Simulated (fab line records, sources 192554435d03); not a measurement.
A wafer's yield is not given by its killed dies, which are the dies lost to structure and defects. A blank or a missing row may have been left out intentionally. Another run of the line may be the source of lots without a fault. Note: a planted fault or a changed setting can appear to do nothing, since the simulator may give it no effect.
Struck lot and sound lot, side by side	flow n5 finfet	36 out of 1938 route steps
Sound: wafers L631.3, L631.4, L631.6. Struck: wafer L638.2 (left out: L638.5, L638.6 of the same lot, which were not struck); the cause appears at the end.
At each step with rows: each side's tool, then ch and its chambers, then its first start. Under that, the readings that differ: sound wafers	struck wafers	difference of the means	sigmas: that difference in standard deviations of wafers without a fault.
alike: same words and numbers on both sides, and readings whose means sit less than 2 such deviations apart. not compared: any withheld reading, any reading some wafer has no value for, any bound like >300 that may hide the same value, and any number with overlapping values for which the record gives no deviation.
A row with sigmas, a row that says differs or no value, or rows on one side alone: a step with any of these is where the two part. Numbers that don't overlap but have no deviation are shown without sigmas and don't part them. A reading that every wafer of one side lacks parts them only if that side has two wafers or more.

first, 9 steps without rows for these wafers: N5_BEOL_M4_ANNEAL_95 (time 240 s); N5_BEOL_M4_SPUTTER_96 (material Cu, target thk 4.5 nm, time 8.29 s); N5_BEOL_M4_ECD_50 (material Cu, target thk 300 nm); N5_BEOL_M4_ANNEAL_51 (time 90 s); N5_BEOL_M4_CMP_52 (polishes, stops on SiOC, t overpolish 6.8 s, target thk 40 nm); N5_BEOL_M4_PRE_CLEAN_60 (time 15 s); N5_BEOL_M4_CO_CAP_55 (material Co, precursor CCTBA/H2, target thk 2 nm, time 102.1 s); N5_BEOL_M4_PRE_CLEAN_56 (time 15 s); N5_BEOL_M4_DEP_57 (deposits SiCN from 3MS/NH3, target thk 8 nm, time 14 s).
N5_BEOL_M4_RC_MEAS_101:
  sound on prober-02 ch 0, day 11 02:20; struck on prober-02 ch 0, day 13 08:17
reading	sound	struck	difference	sigmas
ION_N (uA/um)	697 678 691	654	-35	-2
ION_P (uA/um)	467 457 482	443	-26	-3
SS_P (mV/dec)	73.8 74.5 74.1	72.4	-1.7	-2
  alike: DIBL_N, DIBL_P, IOFF_N, IOFF_P, SS_N, VT_N, VT_P
then, 24 steps without rows for these wafers: N5_BEOL_M5_ILD_DEP_00 (deposits SiCOH lowk from DEMS/porogen, target thk 140.64 nm, time 25.9 s); N5_BEOL_M5_CURE_79 (cures SiCOH lowk, time 240 s); N5_BEOL_M5_PECVD_70 (deposits SiO2 from TEOS/O2, target thk 16 nm, time 18 s); N5_BEOL_M5_HM_DEP_02 (deposits TiN, target thk 20 nm); N5_BEOL_M5_COAT_59 (time 60 s, resist thk 60 nm); N5_BEOL_M5_COAT_60 (time 60 s, resist thk 12 nm); N5_BEOL_M5_COAT_71 (time 60 s, resist thk 5 nm); N5_BEOL_M5_COAT_05 (resist thk 30 nm); N5_BEOL_M5_EBR_07; N5_BEOL_M5_SOFTBAKE_06 (time 60 s); N5_BEOL_M5_EXPOSE_08 (exposes mask M5, target cd 28 nm); N5_BEOL_M5_PEB_09 (peb time 60 s); N5_BEOL_M5_DEVELOP_10 (develop time 30 s); N5_BEOL_M5_DESCUM_16 (chemistry O2, time 7 s); N5_BEOL_M5_ETCH_72 (etches underlayer in N2/H2, target depth 6.5 nm, time 5.2 s); N5_BEOL_M5_ETCH_61 (etches SiARC in CF4, target depth 15.6 nm, time 26 s); N5_BEOL_M5_ETCH_62 (etches SOC in N2/H2, target depth 75 nm, overetch 15 nm, time 112.5 s); N5_BEOL_M5_STRIP_63 (strips in N2/H2); N5_BEOL_M5_STRIP_73 (strips in N2/H2); N5_BEOL_M5_STRIP_64 (strips in CF4); N5_BEOL_M5_HM_OPEN_17 (chemistry Cl2/BCl3, target TiN, target depth 20 nm, overetch 6 nm); N5_BEOL_M5_STRIP_19 (strips in O2); N5_BEOL_M5_COAT_65 (time 60 s, resist thk 60 nm); N5_BEOL_M5_COAT_66 (time 60 s, resist thk 12 nm).
N5_BEOL_M5_EXPOSE_25: exposes mask V4, defocus 10 nm.
  sound on euv scanner-01 ch 0, day 11 05:25; struck on euv scanner-02 ch 0, day 13 13:16
  alike: mask
-- the record jumps here: 5 days lie between the struck wafers' starts before and after (it left off in module BEOL_M5 and takes up again in module PASSIVATION, whose first step shown is number 1936 of the route) --
N5_PASSIVATION_PROBE_49:
  only the struck wafers here have rows in the record (prober-02, day 18 02:05); the sound ones have none

== WHERE THEY PART ==
First at N5_BEOL_M4_RC_MEAS_101; last, within this record, at N5_PASSIVATION_PROBE_49.

WHY: whatever the simulator had introduced
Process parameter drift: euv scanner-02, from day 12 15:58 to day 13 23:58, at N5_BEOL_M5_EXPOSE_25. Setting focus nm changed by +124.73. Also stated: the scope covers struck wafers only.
